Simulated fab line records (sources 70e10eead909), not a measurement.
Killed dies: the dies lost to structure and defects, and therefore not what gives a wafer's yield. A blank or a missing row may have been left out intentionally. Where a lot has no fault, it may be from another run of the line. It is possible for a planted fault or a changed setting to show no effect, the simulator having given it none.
Matching of chambers | flow nandHarc | NHARC_A_SLIT_DEP_23 on pecvd-02 has 3 sister chambers
The step deposits SiON, target thk 100 nm. 3 wafers are shown with their chamber, then 7 later ones without.

== EACH WAFER AND ITS CHAMBER ==
wafer  | chamber | showerheadVppV (V)
L075.5 | 2       | 1215
L080.6 | 1       | 1274
L086.4 | 0       | 1224

== WAFERS WITHOUT THEIR CHAMBER ==
wafer  | showerheadVppV (V)
L086.6 | 1196
L093.1 | 1183
L093.4 | 1201
L093.5 | 1289
L094.4 | 1228
L094.5 | 1184
L094.6 | 1257

== THE CHAMBER EACH PASSED THROUGH ==
wafer  | from the rows above          | in truth
L086.6 | can't be placed: 2 or 0      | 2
L093.1 | can't be placed: 2 or 0      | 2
L093.4 | can't be placed: 2 or 0      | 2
L093.5 | 1                            | 1
L094.4 | can't be placed: 0 or 2      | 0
L094.5 | can't be placed: 2 or 0      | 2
L094.6 | can't be placed: 1 or 0 or 2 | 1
Correct placement for 1 of the 7. From these rows, 6 cannot be placed; in 6 the true chamber is one of the candidates. Placed wrongly: 0.
How it was worked out, from the rows above alone: a wafer's distance from a chamber is the root of the sum, over the readings, of the square of ((its reading less the chamber's mean) divided by the reading's scatter). The wafer belongs to the nearest chamber; if the next one is less than 2 further off, it can't be placed. A chamber's mean is the mean of its shown wafers. The scatter: with one shown wafer a chamber, the root of the mean of the squares of how far each hidden wafer lies from its nearest shown one.
